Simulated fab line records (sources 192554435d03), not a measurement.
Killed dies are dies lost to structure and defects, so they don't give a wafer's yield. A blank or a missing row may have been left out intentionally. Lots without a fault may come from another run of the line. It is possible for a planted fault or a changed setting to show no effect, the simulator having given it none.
Chamber matching :: flow n5Finfet :: rieDiel-03 running N5_FIN_SAQP_ETCH_57: 4 sister chambers
The step etches SiNx in CH3F/O2, target depth 32.5 nm, time 46.4 s. 4 wafers are shown with their chamber, then 8 later ones without.

EACH WAFER AND ITS CHAMBER
wafer: L080.5
chamber: 1
showerheadPlenumPTorr (Torr): 2.03

wafer: L085.1
chamber: 2
showerheadPlenumPTorr (Torr): 2.03

wafer: L085.6
chamber: 3
showerheadPlenumPTorr (Torr): 1.90

wafer: L087.1
chamber: 0
showerheadPlenumPTorr (Torr): 1.99

WAFERS WITHOUT THEIR CHAMBER
wafer: L087.4
showerheadPlenumPTorr (Torr): 2.02

wafer: L087.5
showerheadPlenumPTorr (Torr): 2.02

wafer: L089.1
showerheadPlenumPTorr (Torr): 1.90

wafer: L089.4
showerheadPlenumPTorr (Torr): 2.02

wafer: L089.5
showerheadPlenumPTorr (Torr): 1.90

wafer: L096.1
showerheadPlenumPTorr (Torr): 1.98

wafer: L096.3
showerheadPlenumPTorr (Torr): 1.89

wafer: L096.5
showerheadPlenumPTorr (Torr): 1.89

EACH ONE'S CHAMBER
wafer: L087.4
from the rows above: can't be placed: 1 or 2
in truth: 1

wafer: L087.5
from the rows above: can't be placed: 1 or 2
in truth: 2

wafer: L089.1
from the rows above: 3
in truth: 3

wafer: L089.4
from the rows above: can't be placed: 1 or 2
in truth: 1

wafer: L089.5
from the rows above: 3
in truth: 3

wafer: L096.1
from the rows above: 0
in truth: 0

wafer: L096.3
from the rows above: 3
in truth: 3

wafer: L096.5
from the rows above: 3
in truth: 3
Correctly placed: 5 of 8. These rows do not allow placing 3 (true chamber among the candidates in 3). Placed wrongly: 0.
How it was worked out, from the rows above alone: a wafer's distance from a chamber is the root of the sum, over the readings, of the square of ((its reading less the chamber's mean) divided by the reading's scatter). If the next closest chamber is less than 2 further off than the closest, the wafer can't be placed; otherwise it belongs to the closest. For every chamber, the mean is computed from those of its wafers that are shown. The scatter: root of mean squared gap, hidden wafer to nearest shown wafer, with one shown wafer a chamber.
